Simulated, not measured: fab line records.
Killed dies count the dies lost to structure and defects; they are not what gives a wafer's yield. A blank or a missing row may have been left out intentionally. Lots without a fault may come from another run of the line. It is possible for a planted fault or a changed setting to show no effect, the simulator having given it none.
fab line records    flow n5Finfet
record lots=9  wafers=27  lastDay=17
route steps=1938 shown GATE_CUT@475 MOL_CONTACT_COAG@561 BEOL_M4@1111 PASSIVATION@1936
lots that met no fault: from a run of the same line without faults
startH: the number of hours between the record's first day and the start of the first shown wafer of the lot    waitH: hours from the lot's prior step to this one    " the same as in the row above    L1.1+2: a row that stands for several wafers    - either no value or no given start    * or withheld: withheld    < > ~ a bound
route shown NAME@n: a module of which the file shows steps, and the number in the route of the first    usual: mean/standard deviation of fault-free wafers    same: alike in all rows    chamber/n: place in a boat    sites: the reading at each site    _std_site: standard deviation of those values    _edge_site: the outer-site mean with the inner-site mean subtracted    radiusMm: how far each site lies from the wafer's centre    mask NAME#n: copy n    behind: the tool/chamber that last shaped the wafer    hold: what put the lot on hold/how long, in hours/how the hold closed    device: transistor that didn't switch, given as n, p or np    end of line: at the end of the route, the tests of the same wafers    where a step has no rows: the recipe by itself    killed: the dies lost at the first sort to structure and to defects; this is not the yield of the wafer    map: a wafer's dies, marking killed ones x, the rest . and places with no die _
set.NAME: setting as actually run; set.NAME@STEP: the setting as run at that earlier step    model.NAME: the simulator's own value behind a step, which no gauge read
the route's steps for a sample of lots (tables are steps, rows are wafers)
services: from which hour (startH, from the record's first day; less than 0 if before it) a tool's chamber was out of use, for how many hours, and why
## steps
# step N5_GATE_CUT_CMP_02
# recipe stopOn=SiO2  tOverpolishS=12.7  postCmpClean=alkalineBrush  downForcePsi=2.5  platenRpm=51.8  padVelocityMS=1.0307  targetThkNm=0
# usual edgeZonePressureFrac=1.000/0.0045  headPressurePsi=2.501/0.0056  motorCurrentA=8.6/0.92  overpolishRunS=12.699/0.0092  timeToEndpointS=26/3.4
lot.wafer  tool    chamber  startH  waitH  edgeZonePressureFrac  headPressurePsi  motorCurrentA  overpolishRunS  timeToEndpointS
L781.4     cmp-01  0        82.09   0.0    0.995                 2.504            9.9            12.699          26
L781.3     "       2        "       "      0.998                 2.504            9.1            12.697          27
L781.1     "       3        "       "      1.006                 2.503            7.2            12.691          25
L791.2     cmp-03  2        146.25  0.1    1.006                 2.511            8.2            12.708          27
L791.1     "       1        "       "      0.994                 2.509            8.6            12.694          33
L791.5     "       3        "       "      0.995                 2.505            9.4            12.686          30
L792.4     cmp-02  3        150.87  0.0    1.003                 2.498            8.3            12.713          28
L792.2     "       2        "       "      1.004                 2.514            8.2            12.707          23
L792.6     "       3        "       "      1.010                 2.500            8.2            12.693          27
L793.3     cmp-02  0        154.01  0.1    1.002                 2.501            9.3            12.712          26
L793.4     "       1        "       "      0.997                 2.497            10.4           12.708          30
L793.6     "       3        "       "      1.000                 2.497            8.8            12.690          23
L794.2     cmp-02  3        166.26  0.1    0.999                 2.493            8.6            12.698          23
L794.4     "       0        "       "      1.010                 2.506            9.0            12.709          27
L794.6     "       2        "       "      0.992                 2.499            7.8            12.689          26
L795.2     cmp-02  3        167.92  0.1    0.994                 2.497            7.8            12.691          25
L795.4     "       0        "       "      1.003                 2.506            9.6            12.694          31
L795.6     "       1        "       "      0.992                 2.486            10.4           12.701          29
L796.3     cmp-03  0        175.35  0.1    1.000                 2.504            7.8            12.691          25
L796.1     "       2        "       "      1.003                 2.504            8.5            12.702          29
L796.6     "       3        "       "      1.009                 2.499            9.7            12.692          28
L798.4     cmp-01  1        184.75  0.1    1.007                 2.502            7.8            12.696          26
L798.3     "       2        "       "      0.995                 2.506            9.3            12.714          26
L798.6     "       1        "       "      1.005                 2.493            7.3            12.705          23
L802.1     cmp-02  3        214.38  0.1    0.999                 2.507            7.8            12.694          22
L802.3     "       0        "       "      0.995                 2.503            9.3            12.703          27
L802.2     "       1        "       "      1.006                 2.494            10.1           12.702          26
# step N5_GATE_CUT_CD_MEAS_13
# recipe targetCdNm=20  landingEnergyEv=500  detector=seInlens
# usual cdNm=20.16/0.29
lot.wafer  tool      chamber  startH  waitH  cdNm
L781.1     cdSem-01  0        82.76   -      19.97
L781.3     "         0        "       "      20.10
L781.4     "         0        "       "      20.39
L791.1     cdSem-01  0        146.91  -      20.42
L791.2     "         0        "       "      19.74
L791.5     "         0        "       "      19.88
L792.2     cdSem-03  0        151.67  -      19.93
L792.4     "         0        "       "      20.04
L792.6     "         0        "       "      20.07
L793.3     cdSem-01  0        154.64  -      20.29
L793.4     "         0        "       "      20.47
L793.6     "         0        "       "      20.40
L794.2     cdSem-02  0        166.90  -      20.06
L794.4     "         0        "       "      20.31
L794.6     "         0        "       "      20.66
L795.2     cdSem-02  0        168.65  -      19.69
L795.4     "         0        "       "      19.91
L795.6     "         0        "       "      19.99
L796.1     cdSem-03  0        176.00  -      20.45
L796.3     "         0        "       "      20.03
L796.6     "         0        "       "      20.20
L798.3     cdSem-01  0        185.40  -      20.28
L798.4     "         0        "       "      20.39
L798.6     "         0        "       "      19.96
L802.1     cdSem-03  0        215.20  -      20.47
L802.2     "         0        "       "      20.22
L802.3     "         0        "       "      20.21
# step N5_GATE_CUT_CMP_43
# recipe material=SiO2  postCmpClean=rinseOnly
# usual edgeZonePressureFrac=1.000/0.0047  motorCurrentA=11.5/1.2
lot.wafer  tool    chamber  startH  waitH  edgeZonePressureFrac  motorCurrentA
L781.3     cmp-01  0        85.72   0.0    1.007                 11.8
L781.1     "       1        "       "      0.997                 9.8
L781.4     "       2        "       "      0.995                 12.0
L791.2     cmp-02  3        149.77  0.1    1.000                 11.6
L791.1     "       0        "       "      1.005                 12.4
L791.5     "       3        "       "      1.001                 10.7
L792.4     cmp-01  1        154.90  0.1    1.008                 10.0
L792.2     "       2        "       "      1.005                 12.3
L792.6     "       0        "       "      0.993                 12.8
L793.4     cmp-02  3        158.38  0.1    0.994                 10.8
L793.3     "       0        "       "      0.994                 12.1
L793.6     "       3        "       "      1.001                 11.2
L794.4     cmp-02  1        169.81  0.1    0.992                 13.2
L794.2     "       2        "       "      1.000                 10.5
L794.6     "       1        "       "      0.998                 14.0
L795.2     cmp-01  3        171.85  0.1    0.998                 9.8
L795.4     "       0        "       "      1.005                 12.8
L795.6     "       3        "       "      1.000                 9.8
L796.3     cmp-03  0        179.05  0.0    1.001                 9.7
L796.1     "       1        "       "      1.006                 11.8
L796.6     "       0        "       "      1.002                 9.8
L798.3     cmp-01  2        188.22  0.0    1.000                 12.5
L798.4     "       3        "       "      1.000                 9.4
L798.6     "       3        "       "      1.001                 9.8
L802.1     cmp-01  0        218.18  0.0    0.996                 13.1
L802.3     "       1        "       "      1.008                 9.7
L802.2     "       2        "       "      1.005                 11.9
# step N5_GATE_CUT_CMP_61
# recipe stopOn=SiNx  tOverpolishS=3  postCmpClean=alkalineBrush  downForcePsi=4  platenRpm=27.09  padVelocityMS=0.539
# usual edgeZonePressureFrac=0.999/0.0054  headPressurePsi=4.001/0.0093  motorCurrentA=11.4/1.3
lot.wafer  tool    chamber  startH  waitH  edgeZonePressureFrac  headPressurePsi  motorCurrentA
L781.3     cmp-01  0        86.20   0.4    1.005                 3.989            13.0
L781.1     "       1        "       "      1.006                 4.012            9.8
L781.4     "       2        "       "      0.998                 4.016            11.2
L791.2     cmp-02  3        150.20  0.3    -                     -                -
L791.1     "       0        "       "      -                     -                -
L791.5     "       3        "       "      -                     -                -
L792.4     cmp-01  1        155.33  0.3    -                     -                -
L792.2     "       2        "       "      -                     -                -
L792.6     "       0        "       "      -                     -                -
L793.4     cmp-02  3        158.81  0.3    1.007                 3.996            10.9
L793.3     "       0        "       "      0.994                 4.007            13.1
L793.6     "       3        "       "      0.997                 3.990            11.2
L794.4     cmp-02  1        170.24  0.3    1.006                 3.989            12.9
L794.2     "       2        "       "      1.005                 4.003            10.6
L794.6     "       1        "       "      1.003                 4.013            13.3
L795.2     cmp-01  3        172.28  0.3    0.999                 3.985            9.5
L795.4     "       0        "       "      0.998                 4.002            13.6
L795.6     "       3        "       "      1.002                 4.003            9.2
L796.3     cmp-03  0        179.53  0.4    1.008                 4.001            10.3
L796.1     "       1        "       "      1.003                 4.017            11.3
L796.6     "       0        "       "      0.995                 4.002            10.6
L798.3     cmp-01  2        188.70  0.4    1.000                 4.004            11.8
L798.4     "       3        "       "      1.001                 3.993            9.4
L798.6     "       3        "       "      1.004                 3.988            10.1
L802.1     cmp-01  0        218.66  0.4    1.009                 4.004            12.6
L802.3     "       1        "       "      1.005                 4.006            9.8
L802.2     "       2        "       "      1.008                 4.001            11.9
# step N5_MOL_CONTACT_COAG_THK_MEAS_29
# recipe reads=SiNx_of_GATE_CUT_PECVD_57+SiNx_of_GATE_CUT_SAC_CAP_01
# usual MD_CAP_THK=17.92/0.095
lot.wafer  tool          chamber  startH  waitH  MD_CAP_THK[nm]
L781.1     filmMetro-02  -        97.82   -      17.84
L781.3     "             -        "       "      17.90
L781.4     "             -        "       "      17.85
L791.1     filmMetro-01  -        161.11  -      18.15
L791.2     "             -        "       "      18.31
L791.5     "             -        "       "      18.39
L792.2     filmMetro-01  -        165.33  -      18.19
L792.4     "             -        "       "      18.38
L792.6     "             -        "       "      18.14
L793.3     filmMetro-01  -        168.86  -      17.97
L793.4     "             -        "       "      17.83
L793.6     "             -        "       "      17.90
L794.2     filmMetro-01  -        181.78  -      17.89
L794.4     "             -        "       "      17.89
L794.6     "             -        "       "      17.82
L795.2     filmMetro-02  -        183.31  -      17.89
L795.4     "             -        "       "      18.15
L795.6     "             -        "       "      17.95
L796.1     filmMetro-01  -        188.55  -      17.99
L796.3     "             -        "       "      17.96
L796.6     "             -        "       "      17.80
L798.3     filmMetro-02  -        196.94  -      18.02
L798.4     "             -        "       "      17.88
L798.6     "             -        "       "      17.99
L802.1     filmMetro-01  -        229.75  -      18.03
L802.2     "             -        "       "      17.98
L802.3     "             -        "       "      17.79
# step N5_BEOL_M4_RC_MEAS_101
# usual DIBL_N=36.4/2.7  DIBL_P=36/3.2  IOFF_N=0.16/0.046  IOFF_P=0.21/0.055  ION_N=677/15  ION_P=464/11  SS_N=71.5/0.79  SS_P=73.3/0.93  VT_N=250/4.1  VT_P=-251/4.4
lot.wafer  tool       chamber  startH  waitH  DIBL_N[mV/V]  DIBL_P[mV/V]  IOFF_N[nA/um]  IOFF_P[nA/um]  ION_N[uA/um]  ION_P[uA/um]  SS_N[mV/dec]  SS_P[mV/dec]  VT_N[mV]  VT_P[mV]
L781.1     prober-01  0        164.22  0.2    34.9          35            0.14           0.22           670           466           72.1          73.6          251       -247
L781.3     "          0        "       "      36.4          37            0.18           0.26           683           472           72.4          73.2          247       -245
L781.4     "          0        "       "      39.0          41            0.23           0.35           690           470           72.5          75.1          247       -240
L791.1     prober-02  0        238.22  0.0    36.4          37            0.16           0.22           677           468           71.0          74.2          247       -248
L791.2     "          0        "       "      37.7          38            0.19           0.23           709           480           71.3          73.8          243       -249
L791.5     "          0        "       "      36.7          36            0.15           0.19           672           457           71.5          73.1          251       -252
L793.3     prober-02  0        249.67  0.3    35.0          36            0.17           0.21           704           478           71.3          73.8          246       -248
L793.4     "          0        "       "      33.4          34            0.15           0.20           691           471           70.3          72.8          246       -248
L793.6     "          0        "       "      32.7          33            0.13           0.17           668           460           70.5          72.9          249       -253
L792.2     prober-01  0        251.34  0.2    36.4          37            0.17           0.26           683           470           71.5          73.6          248       -245
L792.4     "          0        "       "      35.7          35            0.15           0.22           678           470           71.1          72.9          249       -248
L792.6     "          0        "       "      35.9          37            0.18           0.26           695           484           71.2          72.8          246       -249
L795.2     prober-02  0        257.55  0.2    33.3          34            0.12           0.18           656           454           71.3          73.1          254       -254
L795.4     "          0        "       "      38.7          39            0.24           0.25           684           456           72.1          75.0          244       -251
L795.6     "          0        "       "      36.7          35            0.18           0.19           653           445           72.6          73.5          252       -254
L794.2     prober-01  0        263.50  0.2    34.6          35            0.13           0.16           667           461           71.4          72.8          254       -254
L794.4     "          0        "       "      39.2          41            0.20           0.24           671           459           72.4          74.0          251       -249
L794.6     "          0        "       "      42.8          45            0.29           0.35           698           474           73.4          75.4          245       -246
L796.1     prober-01  0        275.16  0.0    34.2          34            0.13           0.17           651           447           71.6          73.1          251       -252
L796.3     "          0        "       "      35.1          34            0.13           0.17           663           452           70.4          72.6          252       -252
L796.6     "          0        "       "      39.3          39            0.24           0.25           680           458           72.6          73.8          247       -247
L798.3     prober-01  0        285.01  0.3    40.7          40            0.20           0.23           690           462           72.2          73.8          249       -250
L798.4     "          0        "       "      42.5          44            0.25           0.31           694           476           72.7          75.2          246       -247
L798.6     "          0        "       "      36.0          35            0.13           0.17           677           467           70.9          72.6          253       -253
L802.1     prober-02  0        316.62  0.0    36.8          37            0.19           0.23           697           475           71.2          72.9          246       -248
L802.2     "          0        "       "      37.1          38            0.20           0.23           694           466           71.2          73.8          246       -253
L802.3     "          0        "       "      37.0          38            0.17           0.23           673           466           71.6          74.1          247       -251
# step N5_PASSIVATION_PROBE_49
# usual defectLimitedYield=91.1/1.4  killed_at_M0_to_M3=34/9.7  killed_at_M4_up=13/5.1  killedAtContacts=14/6.3  killedAtFrontEnd=40/11  killedAtOther=3.5/2.7  killedDies=105/16  killedOpen=70/12  killedShort=34/7.8  sort_bin_4_leakage=0.02/0.13  sort_bin_5_function=5.2/0.88  sort_bin_6_memory=3.3/0.7  sortNPass=1074/17  sortYieldPct=91.0/1.5
# same grossDies=1180  killedAtBackSide=0  sort_bin_8_speed[%]=0
lot.wafer  tool       chamber  startH  waitH  defectLimitedYield[%]  killed_at_M0_to_M3  killed_at_M4_up  killedAtContacts  killedAtFrontEnd  killedAtOther  killedDies  killedOpen  killedShort  sort_bin_4_leakage[%]  sort_bin_5_function[%]  sort_bin_6_memory[%]  sortNPass  sortYieldPct[%]
L792.2     prober-02  -        357.47  0.1    91.9                   42                  18               8                 22                6              96          55          39           0                      5.5                     2.5                   1084       91.9
L792.4     prober-02  -        357.57  0.2    92.2                   21                  12               18                37                4              92          68          23           0                      5.0                     2.7                   1088       92.2
L792.6     prober-02  -        357.67  0.3    90.0                   29                  22               22                43                2              118         78          40           0                      6.1                     3.5                   1062       90.0
L795.2     prober-02  -        368.75  0.1    92.2                   29                  9                13                41                0              92          66          25           0                      5.2                     2.5                   1088       92.2
L795.4     prober-02  -        368.85  0.2    92.6                   21                  18               10                38                0              87          55          26           0                      3.8                     3.1                   1093       92.6
L795.6     prober-02  -        368.95  0.3    90.5                   52                  8                13                32                7              112         77          32           0                      5.3                     4.2                   1068       90.5
L796.1     prober-02  -        377.88  0.0    88.9                   56                  16               10                45                4              131         92          38           0                      5.9                     4.7                   1049       88.9
L796.3     prober-02  -        377.98  0.1    92.9                   37                  8                5                 34                0              84          59          25           0                      4.2                     2.8                   1096       92.9
L796.6     prober-02  -        378.13  0.3    90.6                   46                  10               4                 44                7              111         77          34           0                      5.3                     4.1                   1069       90.6
# killed by level:class
L792.2 BEOL_M0_SAQP:geometricParticle:short=7 BEOL_M1:geometricParticle:open=7 BEOL_M1:geometricParticle:short=7 BEOL_M4:geometricParticle:open=7 MOL_CONTACT_COAG:geometricParticle:open=6 BEOL_M2:geometricParticle:open=5 DUMMY_GATE:geometricParticle:open=4 BEOL_M0_SAQP:geometricParticle:open=4
L792.4 MOL_CONTACT_COAG:geometricParticle:open=15 BEOL_M1:geometricParticle:open=10 BEOL_M4:geometricParticle:open=9 STI_FIN_REVEAL:geometricParticle:open=8 DUMMY_GATE:geometricParticle:open=8 ILD0:geometricParticle:short=4 BEOL_M2:geometricParticle:open=4 FIN_SAQP:geometricParticle:open=3
L792.6 MOL_CONTACT_COAG:geometricParticle:open=20 BEOL_M4:geometricParticle:open=12 BEOL_M1:geometricParticle:open=10 BEOL_M0_SAQP:geometricParticle:open=7 FIN_SAQP:geometricParticle:short=6 DUMMY_GATE:geometricParticle:open=6 BEOL_M0_SAQP:geometricParticle:short=6 BEOL_M4:geometricParticle:short=5
L795.2 FIN_SAQP:geometricParticle:open=15 FIN_SAQP:geometricParticle:short=11 MOL_CONTACT_COAG:geometricParticle:open=11 BEOL_M2:geometricParticle:open=8 BEOL_M3:geometricParticle:open=7 STI_FIN_REVEAL:geometricParticle:open=5 BEOL_M0_SAQP:geometricParticle:short=4 ILD0:geometricParticle:open=3
L795.4 FIN_SAQP:geometricParticle:open=10 BEOL_M2:geometricParticle:open=10 BEOL_M4:geometricParticle:open=8 MOL_CONTACT_COAG:geometricParticle:open=7 STI_FIN_REVEAL:geometricParticle:open=5 FIN_SAQP:geometricParticle:short=4 BEOL_M0_SAQP:geometricParticle:short=4 HKMG_FIN:areaEtch=4
L795.6 MOL_CONTACT_COAG:geometricParticle:open=10 BEOL_M2:geometricParticle:open=10 BEOL_M0_SAQP:geometricParticle:open=9 BEOL_M3:geometricParticle:open=9 STI_FIN_REVEAL:geometricParticle:open=8 BEOL_M0_SAQP:geometricParticle:short=8 BEOL_M1:geometricParticle:open=7 FIN_SAQP:geometricParticle:open=6
L796.1 BEOL_M3:geometricParticle:open=22 STI_FIN_REVEAL:geometricParticle:open=16 BEOL_M0_SAQP:geometricParticle:short=11 MOL_CONTACT_COAG:geometricParticle:open=8 BEOL_M1:geometricParticle:open=8 BEOL_M0_SAQP:geometricParticle:open=7 BEOL_M4:geometricParticle:open=6 FIN_SAQP:geometricParticle:short=5
L796.3 BEOL_M0_SAQP:geometricParticle:open=11 BEOL_M3:geometricParticle:open=8 FIN_SAQP:geometricParticle:open=7 BEOL_M0_SAQP:geometricParticle:short=7 DUMMY_GATE:geometricParticle:open=5 STI_FIN_REVEAL:geometricParticle:open=5 FIN_SAQP:geometricParticle:short=4 MOL_CONTACT_COAG:geometricParticle:open=4
L796.6 FIN_SAQP:geometricParticle:open=17 BEOL_M0_SAQP:geometricParticle:short=13 BEOL_M3:geometricParticle:open=13 BEOL_M0_SAQP:geometricParticle:open=10 BEOL_M2:geometricParticle:open=5 PAD_METAL:geometricParticle:short=5 STARTING-WAFER:geometricParticle:open=5 FIN_SAQP:geometricParticle:short=4
## services
tool    chamber  startH  hours  kind
cmp-03  -        71.63   0.5    repair
cmp-02  -        85.20   0.6    repair
cmp-01  -        91.66   2.6    repair
cmp-01  -        121.50  1.7    repair
cmp-03  -        123.58  3.4    pm
cmp-02  -        160.85  1.0    repair
cmp-03  -        161.57  1.2    repair
cmp-01  -        165.58  2.2    repair
cmp-02  -        170.68  1.6    repair
cmp-01  -        180.99  0.5    repair
cmp-01  -        191.15  4.0    pm
cmp-01  -        195.15  -      consumableReplace:conditioner
cmp-01  -        195.15  -      consumableReplace:pad
cmp-02  -        201.76  0.5    repair
## key
firstSign step=N5_GATE_CUT_CMP_61  reading=toolRecord  direction=missing
effect step=N5_MOL_CONTACT_COAG_THK_MEAS_29  reading=MD_CAP_THK  direction=up  sigmas=3.6  usual=17.92  struck=18.26
metAt N5_GATE_CUT_CMP_61
struckLots L791,L792
notActingAt N5_GATE_CUT_CMP_02,N5_GATE_CUT_CD_MEAS_13,N5_GATE_CUT_CMP_43
onsetBetween 86.20 150.20
fault kind=skippedStepWhole  tool=cmp-01,cmp-02  chamber=-  onsetH=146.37  steps=N5_GATE_CUT_CMP_61  scope=struckLotsOnly
